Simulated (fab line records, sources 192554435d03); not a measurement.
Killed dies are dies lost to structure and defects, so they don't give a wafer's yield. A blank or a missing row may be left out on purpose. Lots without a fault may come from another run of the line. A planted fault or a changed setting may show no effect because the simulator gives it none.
fab line records | flow n5_finfet
record lots=22 wafers=66 last_day=18
route steps=1938 shown GATE_CUT@493 MOL_CONTACT_COAG@562
lots that met no fault: from a run of the same line without faults
start_h: hours from the record's first day to the start of the lot's first wafer shown | wait_h: hours since the lot's step before | " the same as in the row above | L1.1+2: a row that stands for several wafers | - no value, or no start given | * or withheld: withheld | < > ~ a bound
route shown NAME@n: a module of which the file shows steps, and the number in the route of the first | usual: mean/standard deviation of fault-free wafers | same: alike in all rows | chamber/n: place in a boat | sites: the reading at each site | _std_site: their standard deviation | _edge_site: outer sites' mean less inner sites' | radius_mm: how far each site lies from the wafer's centre | mask NAME#n: copy n | behind: the tool/chamber that last shaped the wafer | hold: why the lot was held/for how many hours/how that ended | device: the transistor (n, p or np) that didn't switch | end of line: the same wafers' tests at the end of the route | a step without rows: its recipe alone | killed: dies lost to structure and defects at the first sort, not the wafer's yield | map: a wafer's dies, x killed, . not, _ none there
set.NAME: the setting as run; set.NAME@STEP: as run at that earlier step | model.NAME: the simulator's own value behind a step, which no gauge read
steps of the route over a sample of lots; a table a step, a row a wafer
services: from which hour (start_h, from the record's first day; less than 0 if before it) a tool's chamber was out of use, for how many hours, and why
## steps
# step N5_GATE_CUT_ETCH_37
# recipe chemistry=N2/H2 target=SOC target_depth_a=600 overetch_a=120 mask_material=SiARC temp_c=40 time_s=90 ion_energy_ev=200 pressure_mtorr=30 source_w=840 bias_w=150 n2_flow_sccm=200 h2_flow_sccm=200
# usual drypump_motor_current_A=5.8/0.38 oes_product_au=0.72/0.073 rf_vpp_V=523.8/2.7 showerhead_plenum_p_Torr=2.54/0.094 throttle_valve_pct=17.88/0.21
# columns lot.wafer tool chamber start_h wait_h drypump_motor_current_A oes_product_au rf_hours_counter_h rf_vpp_V showerhead_plenum_p_Torr throttle_valve_pct
L074.3 rie_diel-02 3 85.70 0.0 5.5 0.68 130 523.2 2.55 17.72
L074.4 " 3 " " 5.4 0.67 - 524.7 2.55 17.74
L074.5 " 0 " " 5.0 0.72 - 517.0 2.37 17.95
L075.2 rie_diel-03 0 88.65 0.0 5.4 0.67 157 524.9 2.54 18.22
L075.3 " 3 " " 6.3 0.75 74 528.3 2.68 17.70
L075.5 " 1 " " 5.8 0.62 - 526.1 2.63 18.16
L076.1 rie_diel-03 0 95.47 0.0 5.4 0.66 159 523.5 2.54 18.23
L076.2 " 1 " " 5.8 0.62 237 525.5 2.63 18.19
L076.4 " 2 " " 5.7 0.80 30 525.0 2.59 17.74
L078.2 rie_diel-03 0 106.36 0.0 5.4 0.67 163 522.7 2.54 18.23
L078.3 " 1 " " 5.8 0.61 242 526.6 2.63 18.19
L078.6 " 1 " " 5.8 0.62 - 524.7 2.63 18.18
L079.2 rie_diel-03 3 116.66 0.0 6.3 0.75 82 528.3 2.68 17.74
L079.3 " 1 " " 5.8 0.62 244 524.7 2.62 18.21
L079.4 " 2 " " 5.7 0.79 35 524.6 2.59 17.76
L080.2 rie_diel-04 3 119.12 0.0 6.0 0.64 245 521.5 2.50 18.00
L080.4 " 0 " " 6.4 0.73 91 519.0 2.35 17.84
L080.5 " 1 " " 6.2 0.73 - 526.4 2.58 17.73
L082.1 rie_diel-04 2 134.39 0.0 5.5 0.60 240 525.3 2.60 18.02
L082.2 " 0 " " 6.4 0.72 95 519.3 2.35 17.81
L082.6 " 0 " " 6.4 0.71 - 518.1 2.35 17.81
L083.4 rie_diel-03 0 137.77 0.0 5.4 0.66 170 523.4 2.53 18.25
L083.5 " 1 " " 5.8 0.61 - 526.3 2.62 18.20
L083.6 " 0 " " 5.4 0.66 - 523.0 2.53 18.26
L084.2 rie_diel-02 1 150.38 0.0 5.2 0.81 16 523.4 2.49 17.53
L084.4 " 3 " " 5.4 0.67 151 526.4 2.54 17.76
L084.6 " 0 " " 5.0 0.70 - 518.0 2.36 17.98
L085.1 rie_diel-03 2 153.34 0.0 5.7 0.77 46 526.0 2.59 17.77
L085.4 " 0 " " 5.4 0.66 - 523.5 2.53 18.26
L085.5 " 3 " " 6.3 0.73 - 527.4 2.67 17.75
L086.1 rie_diel-03 3 159.50 0.0 6.3 0.73 95 527.6 2.67 17.75
L086.4 " 3 " " 6.3 0.73 - 528.7 2.67 17.76
L086.6 " 0 " " 5.4 0.65 - 523.1 2.53 18.26
L087.1 rie_diel-04 0 165.56 0.0 6.4 0.71 108 519.5 2.35 17.84
L087.2 " 1 " " 6.2 0.72 93 524.9 2.57 17.75
L087.3 " 3 " " 6.0 0.88 0 522.9 2.50 17.59
L088.1 rie_diel-02 1 167.70 0.0 5.2 0.81 21 522.6 2.49 17.53
L088.3 " 2 " " 5.8 0.62 221 522.3 2.52 17.85
L088.4 " 0 " " 5.0 0.70 143 518.8 2.36 17.99
L089.4 rie_diel-04 0 173.41 0.0 6.3 0.70 - 520.0 2.34 17.85
L089.5 " 1 " " 6.2 0.72 - 523.6 2.57 17.75
L089.6 " 3 " " 6.0 0.86 - 521.9 2.50 17.59
L090.1 rie_diel-03 0 179.60 0.0 5.4 0.64 186 522.6 2.53 18.28
L090.2 " 3 " " 6.3 0.73 103 526.7 2.67 17.76
L090.3 " 1 " " 5.8 0.86 2 526.2 2.62 17.76
L091.1 rie_diel-03 1 183.81 0.0 5.8 0.85 3 526.8 2.62 17.76
L091.3 " 0 " " 5.4 0.65 187 523.9 2.53 18.28
L091.6 " 0 " " 5.4 0.65 - 524.5 2.53 18.29
L092.1 rie_diel-04 2 194.68 0.0 5.5 0.86 2 526.2 2.59 17.62
L092.4 " 1 " " 6.2 0.70 104 525.0 2.57 17.78
L092.5 " 3 " " 6.0 0.83 - 523.3 2.49 17.58
L093.1 rie_diel-03 1 200.42 0.0 5.8 0.83 9 525.2 2.62 17.75
L093.4 " 3 " " 6.3 0.72 111 527.6 2.67 17.77
L093.6 " 2 " " 5.7 0.74 - 524.0 2.58 17.81
L094.2 rie_diel-02 2 205.11 0.0 5.7 0.61 232 521.5 2.52 17.86
L094.3 " 3 " " 5.5 0.65 167 523.2 2.53 17.80
L094.6 " 3 " " 5.5 0.65 - 524.1 2.53 17.81
L095.2 rie_diel-03 1 215.23 0.0 5.8 0.83 12 523.9 2.62 17.77
L095.4 " 0 " " 5.4 0.64 197 522.8 2.52 18.30
L095.5 " 0 " " 5.4 0.65 - 521.4 2.52 18.31
L097.2 rie_diel-04 1 224.11 0.0 6.2 0.70 113 523.5 2.56 17.79
L097.3 " 3 " " 6.0 0.82 21 521.2 2.49 17.61
L097.5 " 2 " " 5.5 0.83 - 524.7 2.59 17.63
L096.3 rie_diel-04 3 224.51 0.0 6.1 0.81 21 522.1 2.49 17.61
L096.4 " 0 " " 6.3 0.70 129 518.1 2.34 17.89
L096.6 " 1 " " 6.2 0.70 - 524.2 2.56 17.80
# step N5_GATE_CUT_STRIP_41
# recipe chemistry=CF4 resist=SiARC power_w=300 bias_power_w=75 pressure_mtorr=50 cf4_flow_sccm=150 rf_frequency_hz=6e+07
# usual drypump_motor_current_A=5.8/0.38 oes_product_au=0.184/0.019 rf_vpp_V=271.1/1.6 showerhead_plenum_p_Torr=1.80/0.058 throttle_valve_pct=13.63/0.22
# columns lot.wafer tool chamber start_h wait_h drypump_motor_current_A oes_product_au rf_hours_counter_h rf_vpp_V showerhead_plenum_p_Torr throttle_valve_pct
L074.3 rie_diel-02 3 85.85 0.0 5.4 0.174 130 271.7 1.80 13.58
L074.4 " 3 " " 5.5 0.172 - 272.3 1.80 13.59
L074.5 " 0 " " 5.0 0.186 - 268.5 1.67 13.62
L075.2 rie_diel-03 0 88.80 0.0 5.4 0.164 157 270.3 1.81 13.95
L075.3 " 3 " " 6.3 0.194 74 274.2 1.88 13.53
L075.5 " 1 " " 5.8 0.159 - 271.8 1.83 13.81
L076.1 rie_diel-03 0 95.62 0.0 5.4 0.174 159 271.1 1.81 13.97
L076.2 " 1 " " 5.8 0.158 237 272.2 1.83 13.83
L076.4 " 2 " " 5.7 0.205 30 271.4 1.83 13.47
L078.2 rie_diel-03 0 106.50 0.0 5.4 0.172 163 270.0 1.81 13.99
L078.3 " 1 " " 5.8 0.160 242 272.7 1.83 13.85
L078.6 " 1 " " 5.8 0.161 - 271.8 1.83 13.84
L079.2 rie_diel-03 3 116.81 0.0 6.3 0.193 82 272.7 1.88 13.54
L079.3 " 1 " " 5.8 0.152 244 273.3 1.83 13.83
L079.4 " 2 " " 5.7 0.201 35 271.5 1.82 13.48
L080.2 rie_diel-04 3 119.26 0.0 6.0 0.165 245 270.4 1.76 13.87
L080.4 " 0 " " 6.3 0.185 91 269.4 1.69 13.64
L080.5 " 1 " " 6.2 0.187 - 271.1 1.82 13.45
L082.1 rie_diel-04 2 134.53 0.0 5.5 0.159 240 272.2 1.85 13.92
L082.2 " 0 " " 6.4 0.190 95 267.5 1.69 13.66
L082.6 " 0 " " 6.3 0.187 - 268.2 1.69 13.65
L083.4 rie_diel-03 0 137.92 0.0 5.4 0.162 171 270.1 1.80 14.00
L083.5 " 1 " " 5.8 0.155 - 270.2 1.83 13.83
L083.6 " 0 " " 5.4 0.166 - 271.0 1.80 14.01
L084.2 rie_diel-02 1 150.52 0.0 5.2 0.212 16 269.3 1.75 13.12
L084.4 " 3 " " 5.5 0.167 151 271.7 1.79 13.63
L084.6 " 0 " " 5.0 0.186 - 268.6 1.66 13.67
L085.1 rie_diel-03 2 153.49 0.0 5.7 0.195 46 271.1 1.82 13.52
L085.4 " 0 " " 5.4 0.171 - 270.7 1.80 14.01
L085.5 " 3 " " 6.3 0.186 - 274.3 1.88 13.57
L086.1 rie_diel-03 3 159.65 0.0 6.3 0.191 95 272.4 1.88 13.59
L086.4 " 3 " " 6.3 0.188 - 272.0 1.88 13.58
L086.6 " 0 " " 5.4 0.175 - 271.9 1.80 14.03
L087.1 rie_diel-04 0 165.70 0.0 6.3 0.182 108 266.9 1.68 13.69
L087.2 " 1 " " 6.2 0.182 93 273.4 1.81 13.49
L087.3 " 3 " " 6.0 0.232 0 270.9 1.76 13.29
L088.1 rie_diel-02 1 167.84 0.0 5.2 0.211 21 270.0 1.75 13.12
L088.3 " 2 " " 5.8 0.157 221 270.4 1.77 13.60
L088.4 " 0 " " 5.0 0.183 143 269.0 1.66 13.67
L089.4 rie_diel-04 0 173.54 0.0 6.4 0.182 - 267.9 1.68 13.69
L089.5 " 1 " " 6.2 0.185 - 270.8 1.81 13.49
L089.6 " 3 " " 6.0 0.227 - 271.6 1.76 13.31
L090.1 rie_diel-03 0 179.74 0.0 5.4 0.164 186 271.4 1.80 14.04
L090.2 " 3 " " 6.3 0.184 103 273.4 1.87 13.59
L090.3 " 1 " " 5.8 0.224 2 271.3 1.83 13.26
L091.1 rie_diel-03 1 183.95 0.0 5.8 0.216 3 271.9 1.82 13.29
L091.3 " 0 " " 5.4 0.172 187 272.6 1.80 14.05
L091.6 " 0 " " 5.4 0.169 - 270.5 1.80 14.06
L092.1 rie_diel-04 2 194.82 0.0 5.5 0.219 2 271.2 1.85 13.41
L092.4 " 1 " " 6.1 0.186 104 271.3 1.81 13.52
L092.5 " 3 " " 6.0 0.217 - 270.0 1.75 13.32
L093.1 rie_diel-03 1 200.57 0.0 5.8 0.216 9 271.8 1.82 13.28
L093.4 " 3 " " 6.3 0.187 111 273.1 1.87 13.62
L093.6 " 2 " " 5.7 0.189 - 271.4 1.82 13.55
L094.2 rie_diel-02 2 205.25 0.0 5.8 0.157 232 271.9 1.77 13.63
L094.3 " 3 " " 5.5 0.170 167 270.8 1.79 13.68
L094.6 " 3 " " 5.4 0.168 - 271.1 1.79 13.66
L095.2 rie_diel-03 1 215.37 0.0 5.8 0.216 12 272.1 1.82 13.30
L095.4 " 0 " " 5.4 0.160 197 269.8 1.80 14.06
L095.5 " 0 " " 5.4 0.168 - 271.2 1.80 14.06
L097.2 rie_diel-04 1 224.26 0.0 6.2 0.182 113 270.8 1.81 13.52
L097.3 " 3 " " 6.0 0.213 21 270.4 1.75 13.36
L097.5 " 2 " " 5.5 0.207 - 270.7 1.85 13.42
L096.3 rie_diel-04 3 224.66 0.0 6.0 0.209 21 271.2 1.75 13.34
L096.4 " 0 " " 6.3 0.178 129 267.8 1.68 13.72
L096.6 " 1 " " 6.2 0.180 - 270.7 1.81 13.53
# step N5_GATE_CUT_STRIP_42
# recipe chemistry=O2 power_w=400 temp_c=40 pressure_mtorr=30 rf_frequency_hz=6e+07 bias_power_w=0 overash_fraction=0.3 o2_flow_sccm=225
# usual drypump_motor_current_A=5.8/0.38 oes_product_au=0.80/0.088 rf_vpp_V=3.6/0.46 showerhead_plenum_p_Torr=2.10/0.077 throttle_valve_pct=16.73/0.23
# columns lot.wafer tool chamber start_h wait_h drypump_motor_current_A oes_product_au rf_hours_counter_h rf_vpp_V showerhead_plenum_p_Torr throttle_valve_pct
L074.3 rie_diel-02 3 85.87 0.0 5.5 0.76 130 3.4 2.11 16.71
L074.4 " 3 " " 5.4 0.76 - 4.3 2.11 16.72
L074.5 " 0 " " 5.0 0.81 - 3.7 1.94 16.73
L075.2 rie_diel-03 0 88.82 0.0 5.4 0.74 157 3.5 2.12 17.13
L075.3 " 3 " " 6.3 0.86 74 4.1 2.21 16.64
L075.5 " 1 " " 5.8 0.71 - 3.3 2.15 16.91
L076.1 rie_diel-03 0 95.64 0.0 5.4 0.74 159 3.3 2.12 17.14
L076.2 " 1 " " 5.8 0.70 237 3.9 2.15 16.90
L076.4 " 2 " " 5.7 0.90 30 4.3 2.13 16.58
L078.2 rie_diel-03 0 106.52 0.0 5.4 0.73 163 3.5 2.11 17.12
L078.3 " 1 " " 5.8 0.70 242 3.6 2.15 16.92
L078.6 " 1 " " 5.8 0.69 - 2.6 2.15 16.92
L079.2 rie_diel-03 3 116.83 0.0 6.3 0.84 82 4.5 2.21 16.67
L079.3 " 1 " " 5.8 0.69 244 3.3 2.15 16.92
L079.4 " 2 " " 5.7 0.90 35 3.7 2.13 16.59
L080.2 rie_diel-04 3 119.28 0.0 6.0 0.70 245 3.9 2.07 16.95
L080.4 " 0 " " 6.4 0.80 91 4.4 1.95 16.70
L080.5 " 1 " " 6.2 0.82 - 4.7 2.10 16.44
L082.1 rie_diel-04 2 134.55 0.0 5.5 0.68 240 3.4 2.18 17.02
L082.2 " 0 " " 6.4 0.80 96 4.4 1.95 16.70
L082.6 " 0 " " 6.4 0.80 - 3.6 1.95 16.71
L083.4 rie_diel-03 0 137.94 0.0 5.4 0.73 171 2.6 2.11 17.15
L083.5 " 1 " " 5.8 0.69 - 3.0 2.15 16.94
L083.6 " 0 " " 5.4 0.73 - 4.4 2.11 17.16
L084.2 rie_diel-02 1 150.54 0.0 5.2 0.94 16 3.1 2.06 16.28
L084.4 " 3 " " 5.4 0.73 151 3.9 2.11 16.74
L084.6 " 0 " " 5.0 0.80 - 4.2 1.94 16.77
L085.1 rie_diel-03 2 153.51 0.0 5.7 0.87 46 3.1 2.13 16.62
L085.4 " 0 " " 5.4 0.72 - 3.9 2.11 17.16
L085.5 " 3 " " 6.3 0.82 - 3.9 2.20 16.67
L086.1 rie_diel-03 3 159.67 0.0 6.3 0.82 95 3.2 2.20 16.70
L086.4 " 3 " " 6.3 0.81 - 3.8 2.20 16.68
L086.6 " 0 " " 5.4 0.72 - 3.4 2.11 17.17
L087.1 rie_diel-04 0 165.72 0.0 6.4 0.78 108 3.7 1.94 16.73
L087.2 " 1 " " 6.2 0.80 93 3.7 2.10 16.47
L087.3 " 3 " " 6.1 1.02 0 3.4 2.06 16.52
L088.1 rie_diel-02 1 167.86 0.0 5.2 0.93 21 3.5 2.06 16.27
L088.3 " 2 " " 5.8 0.69 221 3.8 2.06 16.54
L088.4 " 0 " " 5.0 0.79 143 3.7 1.93 16.77
L089.4 rie_diel-04 0 173.57 0.0 6.3 0.78 - 3.9 1.94 16.75
L089.5 " 1 " " 6.2 0.81 - 2.9 2.09 16.45
L089.6 " 3 " " 6.0 0.98 - 2.9 2.06 16.52
L090.1 rie_diel-03 0 179.76 0.0 5.4 0.71 186 2.9 2.11 17.19
L090.2 " 3 " " 6.3 0.81 103 4.0 2.20 16.69
L090.3 " 1 " " 5.8 0.97 2 3.8 2.14 16.46
L091.1 rie_diel-03 1 183.97 0.0 5.8 0.98 3 3.7 2.14 16.46
L091.3 " 0 " " 5.4 0.72 187 2.8 2.11 17.18
L091.6 " 0 " " 5.4 0.72 - 3.5 2.11 17.19
L092.1 rie_diel-04 2 194.84 0.0 5.5 0.98 2 4.4 2.17 16.63
L092.4 " 1 " " 6.2 0.80 104 3.7 2.09 16.48
L092.5 " 3 " " 6.0 0.94 - 3.8 2.06 16.52
L093.1 rie_diel-03 1 200.59 0.0 5.8 0.95 9 3.2 2.14 16.47
L093.4 " 3 " " 6.3 0.80 111 4.4 2.20 16.73
L093.6 " 2 " " 5.7 0.84 - 3.5 2.12 16.63
L094.2 rie_diel-02 2 205.27 0.0 5.7 0.68 232 4.1 2.05 16.57
L094.3 " 3 " " 5.4 0.72 167 3.4 2.10 16.79
L094.6 " 3 " " 5.5 0.73 - 3.7 2.10 16.79
L095.2 rie_diel-03 1 215.39 0.0 5.8 0.94 12 4.4 2.14 16.46
L095.4 " 0 " " 5.4 0.71 197 3.4 2.10 17.22
L095.5 " 0 " " 5.4 0.71 - 3.8 2.10 17.20
L097.2 rie_diel-04 1 224.28 0.0 6.2 0.79 113 4.2 2.09 16.50
L097.3 " 3 " " 6.1 0.93 21 2.5 2.06 16.56
L097.5 " 2 " " 5.5 0.95 - 2.8 2.17 16.64
L096.3 rie_diel-04 3 224.68 0.0 6.0 0.93 21 3.3 2.06 16.56
L096.4 " 0 " " 6.3 0.77 129 3.8 1.94 16.77
L096.6 " 1 " " 6.2 0.79 - 3.6 2.09 16.51
# step N5_GATE_CUT_CUT_ETCH_54
# recipe chemistry=Cl2/BCl3 target=TiN mask_material=SiO2 target_depth_a=967 pressure_mtorr=10 icp_w=1000 bias_w=126 Cl2_flow_sccm=53.25 bcl3_flow_sccm=21.75 Ar_flow_sccm=25 ends=cleared
# usual drypump_motor_current_A=6.0/0.41 etch_rf_on_time_s=36.5/0.52 mfc_cl2_sccm=53.24/0.15 oes_product_au=0.75/0.074 throttle_valve_pct=22.22/0.24
# columns lot.wafer tool chamber start_h wait_h drypump_motor_current_A etch_rf_on_time_s mfc_cl2_sccm oes_product_au rf_hours_counter_h throttle_valve_pct
L074.3 rie_metal-03 1 86.10 0.0 6.4 36.8 53.21 0.80 - 22.14
L074.4 " 0 " " 6.4 35.9 53.34 0.88 - 22.13
L074.5 " 0 " " 6.3 36.5 53.05 0.87 - 22.13
L075.2 rie_metal-02 1 89.03 0.0 6.0 37.0 53.15 0.74 26 22.62
L075.3 " 0 " " 5.6 36.3 53.11 0.68 - 22.09
L075.5 " 0 " " 5.6 36.3 53.10 0.68 - 22.09
L076.1 rie_metal-02 1 95.85 0.0 6.0 37.1 53.22 0.73 26 22.62
L076.2 " 0 " " 5.6 36.4 53.37 0.68 58 22.08
L076.4 " 1 " " 6.0 36.7 53.16 0.74 - 22.62
L078.2 rie_metal-02 0 106.73 0.0 5.6 36.6 53.34 0.67 59 22.10
L078.3 " 0 " " 5.6 36.6 53.63 0.67 - 22.11
L078.6 " 1 " " 6.0 37.3 53.04 0.74 - 22.65
L079.2 rie_metal-02 0 117.06 0.1 5.6 36.5 53.16 0.66 61 22.09
L079.3 " 0 " " 5.6 36.5 53.20 0.67 - 22.09
L079.4 " 1 " " 6.1 36.9 53.24 0.73 - 22.63
L080.2 rie_metal-03 1 119.49 0.0 6.4 37.0 53.52 0.78 15 22.15
L080.4 " 1 " " 6.4 36.7 53.23 0.78 - 22.15
L080.5 " 0 " " 6.4 36.6 53.21 0.85 - 22.13
L082.1 rie_metal-03 0 134.76 0.0 6.3 36.4 53.11 0.84 7 22.12
L082.2 " 1 " " 6.3 36.9 53.21 0.78 16 22.16
L082.6 " 0 " " 6.4 36.4 53.30 0.84 - 22.15
L083.4 rie_metal-02 0 138.17 0.0 5.6 35.8 53.16 0.67 - 22.09
L083.5 " 0 " " 5.6 35.9 53.11 0.67 - 22.11
L083.6 " 1 " " 6.0 37.2 53.32 0.72 - 22.63
L084.2 rie_metal-03 1 150.75 0.0 6.4 37.2 53.43 0.76 18 22.15
L084.4 " 1 " " 6.4 37.4 53.28 0.77 - 22.16
L084.6 " 0 " " 6.3 36.2 53.05 0.83 - 22.14
L085.1 rie_metal-03 1 153.72 0.0 6.3 36.6 53.21 0.77 18 22.15
L085.4 " 0 " " 6.3 35.9 53.29 0.83 - 22.12
L085.5 " 0 " " 6.3 35.8 53.39 0.84 - 22.14
L086.1 rie_metal-03 0 159.87 0.0 6.3 35.8 53.59 0.83 9 22.15
L086.4 " 1 " " 6.4 36.2 53.18 0.77 - 22.16
L086.6 " 1 " " 6.4 36.1 53.17 0.78 - 22.12
L087.1 rie_metal-01 0 165.93 0.0 4.7 37.2 53.42 0.83 7 22.26
L087.2 " 1 " " 6.3 36.2 53.22 0.55 131 21.84
L087.3 " 0 " " 4.7 37.5 53.43 0.82 - 22.25
L088.1 rie_metal-02 0 168.07 0.0 5.6 36.1 53.09 0.66 66 22.10
L088.3 " 1 " " 6.0 37.1 53.43 0.71 - 22.64
L088.4 " 0 " " 5.6 36.2 53.31 0.66 - 22.10
L089.4 rie_metal-03 0 173.77 0.0 6.3 35.9 53.39 0.82 - 22.15
L089.5 " 0 " " 6.3 35.6 53.41 0.82 - 22.14
L089.6 " 1 " " 6.4 36.5 53.30 0.76 - 22.16
L090.1 rie_metal-02 0 179.97 0.0 5.6 36.1 53.37 0.65 68 22.11
L090.2 " 1 " " 6.0 37.1 53.40 0.71 37 22.63
L090.3 " 1 " " 6.0 37.2 53.14 0.70 - 22.66
L091.1 rie_metal-03 0 184.18 0.0 6.3 36.0 53.52 0.82 12 22.16
L091.3 " 0 " " 6.3 35.8 53.53 0.82 - 22.14
L091.6 " 1 " " 6.3 36.6 53.31 0.76 - 22.15
L092.1 rie_metal-02 1 195.05 0.0 6.0 36.9 52.97 0.70 38 22.64
L092.4 " 0 " " 5.6 36.0 53.21 0.66 - 22.10
L092.5 " 0 " " 5.6 36.1 53.49 0.65 - 22.13
L093.1 rie_metal-02 0 200.79 0.0 5.6 36.7 53.35 0.65 69 22.13
L093.4 " 1 " " 6.0 37.3 53.38 0.70 - 22.67
L093.6 " 0 " " 5.6 36.6 53.49 0.65 - 22.12
L094.2 rie_metal-03 0 205.48 0.0 6.3 36.2 53.18 0.80 13 22.15
L094.3 " 0 " " 6.3 36.0 53.46 0.81 - 22.15
L094.6 " 0 " " 6.3 36.1 53.24 0.81 - 22.15
L095.2 rie_metal-01 1 215.60 0.0 6.2 35.2 53.31 0.90 1 21.46
L095.4 " 1 " " 6.2 35.4 53.04 0.90 - 21.46
L095.5 " 0 " " 4.7 37.3 53.24 0.81 - 22.27
L097.2 rie_metal-03 1 224.48 0.0 6.4 36.4 53.02 0.75 24 22.17
L097.3 " 0 " " 6.3 36.3 53.28 0.81 - 22.16
L097.5 " 1 " " 6.4 36.6 53.06 0.74 - 22.16
L096.3 rie_metal-02 0 224.90 0.0 5.6 36.1 53.08 0.64 - 22.11
L096.4 " 1 " " 6.0 37.3 53.44 0.69 - 22.65
L096.6 " 0 " " 5.6 36.3 53.33 0.64 - 22.12
# step N5_GATE_CUT_THK_MEAS_24
# recipe reads=SiO2_of_GATE_CUT_HM_DEP_46+SiO2_flowable_of_ILD0_FCVD_FILL_01
# usual GC_FILL_THK=220.9/2.4
# columns lot.wafer tool chamber start_h wait_h GC_FILL_THK[nm]
L074.3 film_metro-01 - 89.68 - 224.0
L074.4 " - " " 222.2
L074.5 " - " " 224.0
L075.2 film_metro-02 - 91.20 - 223.8
L075.3 " - " " 223.0
L075.5 " - " " 226.3
L076.1 film_metro-02 - 98.11 - 221.8
L076.2 " - " " 219.7
L076.4 " - " " 223.3
L078.2 film_metro-01 - 108.90 - 219.7
L078.3 " - " " 220.4
L078.6 " - " " 221.3
L079.2 film_metro-01 - 119.73 - 219.0
L079.3 " - " " 221.6
L079.4 " - " " 224.8
L080.2 film_metro-01 - 121.70 - 219.5
L080.4 " - " " 219.7
L080.5 " - " " 217.8
L082.1 film_metro-01 - 136.93 - 219.6
L082.2 " - " " 218.7
L082.6 " - " " 223.2
L083.4 film_metro-02 - 140.32 - 223.7
L083.5 " - " " 223.8
L083.6 " - " " 222.5
L084.2 film_metro-01 - 153.97 - 217.2
L084.4 " - " " 222.8
L084.6 " - " " 217.6
L085.1 film_metro-01 - 155.92 - 222.5
L085.4 " - " " 224.2
L085.5 " - " " 222.3
L086.1 film_metro-02 - 162.04 - 216.6
L086.4 " - " " 221.2
L086.6 " - " " 222.7
L087.1 film_metro-01 - 168.10 - 218.7
L087.2 " - " " 220.0
L087.3 " - " " 220.6
L088.1 film_metro-02 - 170.24 - 220.2
L088.3 " - " " 219.5
L088.4 " - " " 221.4
L089.4 film_metro-02 - 175.98 - 222.2
L089.5 " - " " 220.6
L089.6 " - " " 220.5
L090.1 film_metro-01 - 183.27 - 216.7
L090.2 " - " " 214.2
L090.3 " - " " 216.7
L091.1 film_metro-02 - 188.17 - 217.3
L091.3 " - " " 216.9
L091.6 " - " " 223.4
L092.1 film_metro-02 - 197.23 - 216.4
L092.4 " - " " 222.2
L092.5 " - " " 221.0
L093.1 film_metro-01 - 202.98 - 219.3
L093.4 " - " " 223.0
L093.6 " - " " 222.1
L094.2 film_metro-01 - 207.65 - 221.9
L094.3 " - " " 222.1
L094.6 " - " " 224.2
L095.2 film_metro-02 - 217.78 - 219.3
L095.4 " - " " 221.2
L095.5 " - " " 222.0
L097.2 film_metro-01 - 226.97 - 221.8
L097.3 " - " " 222.8
L097.5 " - " " 223.8
L096.3 film_metro-02 - 228.44 - 219.8
L096.4 " - " " 221.6
L096.6 " - " " 219.2
# step N5_MOL_CONTACT_COAG_ALD_123
# recipe material=SiNx target_thk_a=50 temp_c=400 ald_precursor_family=SiH2I2 ald_co_reactant=N2/H2-plasma pulse_time_s=1 purge_time_s=2 co_reactant_purge_time_s=2 ald_cycles=100 pressure_torr=2
# usual heater_power_w=820/76 precursor_pulse_height_rel=1.001/0.021
# columns lot.wafer tool chamber start_h wait_h heater_power_w precursor_pulse_height_rel
L074.3 ald_sin-04 3 99.46 1.0 870 1.018
L074.4 " 0 " " 823 0.994
L074.5 " 2 " " 860 0.987
L075.2 ald_sin-03 3 100.32 0.3 768 0.979
L075.3 " 2 " " 902 1.010
L075.5 " 1 " " 856 0.969
L076.1 ald_sin-02 2 108.35 0.0 702 1.011
L076.2 " 1 " " 824 1.007
L076.4 " 0 " " 741 1.008
L078.2 ald_sin-02 2 117.56 0.0 711 0.998
L078.3 " 0 " " 741 1.012
L078.6 " 1 " " 795 0.994
L079.2 ald_sin-03 2 128.55 0.0 901 1.019
L079.3 " 0 " " 843 1.004
L079.4 " 3 " " 746 0.984
L080.2 ald_sin-03 3 133.55 1.3 731 0.963
L080.4 " 2 " " 877 1.023
L080.5 " 3 " " 734 0.978
L082.1 ald_sin-03 2 146.49 0.0 873 0.977
L082.2 " 1 " " 879 1.007
L082.6 " 3 " " 744 1.013
L083.4 ald_sin-04 3 152.55 0.0 869 0.967
L083.5 " 0 " " 836 0.987
L083.6 " 1 " " 758 0.971
L084.2 ald_sin-04 0 167.16 0.7 807 0.978
L084.4 " 2 " " 874 1.027
L084.6 " 1 " " 756 0.976
L085.1 ald_sin-04 1 167.65 0.2 769 0.996
L085.4 " 1 " " 754 0.974
L085.5 " 2 " " 840 0.983
L086.1 ald_sin-04 3 170.99 0.0 862 1.029
L086.4 " 0 " " 821 0.976
L086.6 " 1 " " 753 0.991
L087.1 ald_sin-02 0 178.39 0.4 738 1.005
L087.2 " 1 " " 817 0.987
L087.3 " 3 " " 937 1.009
L088.1 ald_sin-03 2 178.82 0.2 876 0.988
L088.3 " 0 " " 835 0.977
L088.4 " 1 " " 849 0.965
L089.4 ald_sin-02 0 187.37 1.3 782 1.006
L089.5 " 3 " " 955 1.001
L089.6 " 2 " " 712 0.984
L090.1 ald_sin-02 2 193.24 0.3 706 1.002
L090.2 " 0 " " 741 1.009
L090.3 " 1 " " 821 1.031
L091.1 ald_sin-04 3 199.33 0.0 871 1.000
L091.3 " 0 " " 809 1.026
L091.6 " 0 " " 787 0.994
L092.1 ald_sin-02 3 208.56 0.2 937 1.036
L092.4 " 2 " " 727 1.006
L092.5 " 3 " " 978 0.945
L093.1 ald_sin-03 0 212.56 0.0 845 0.999
L093.4 " 1 " " 844 0.973
L093.6 " 2 " " 890 1.042
L094.2 ald_sin-02 0 217.60 0.0 758 1.006
L094.3 " 2 " " 708 0.981
L094.6 " 3 " " 981 1.027
L095.2 ald_sin-02 0 229.08 0.0 770 1.065
L095.4 " 3 " " 940 1.008
L095.5 " 3 " " 968 0.951
L097.2 ald_sin-02 2 240.21 1.6 694 1.036
L097.3 " 0 " " 765 1.014
L097.5 " 3 " " 971 1.008
L096.3 ald_sin-02 3 240.70 0.6 968 0.982
L096.4 " 2 " " 716 0.976
L096.6 " 3 " " 967 1.011
## services
# columns tool chamber start_h hours kind
rie_diel-04 - 69.57 28.1 pm
ald_sin-04 3 78.90 5.6 repair
ald_sin-04 2 82.36 6.0 repair
ald_sin-02 - 85.25 14.0 pm
rie_metal-03 0 90.55 4.2 repair
rie_diel-02 - 102.59 2.8 pm
rie_metal-01 - 111.09 28.1 pm
rie_diel-04 3 136.92 - clean
rie_diel-04 3 136.92 - consumable_replace:focus_ring
rie_diel-03 1 144.94 3.3 repair
rie_diel-03 1 148.25 - clean
rie_diel-03 1 148.25 - consumable_replace:esc
rie_diel-03 1 148.25 - consumable_replace:focus_ring
rie_diel-03 1 148.25 23.6 scheduled_down
rie_diel-03 1 148.25 23.6 vent_cycle
ald_sin-03 1 155.05 4.3 repair
ald_sin-04 3 161.32 9.1 repair
rie_metal-01 1 180.25 2.8 repair
rie_diel-02 - 197.02 0.7 repair
rie_diel-02 1 204.40 10.7 repair
ald_sin-03 3 212.51 5.3 repair
ald_sin-03 1 221.01 18.6 repair
ald_sin-04 1 221.87 4.1 repair
rie_diel-03 0 239.43 7.2 repair
## key
fault none
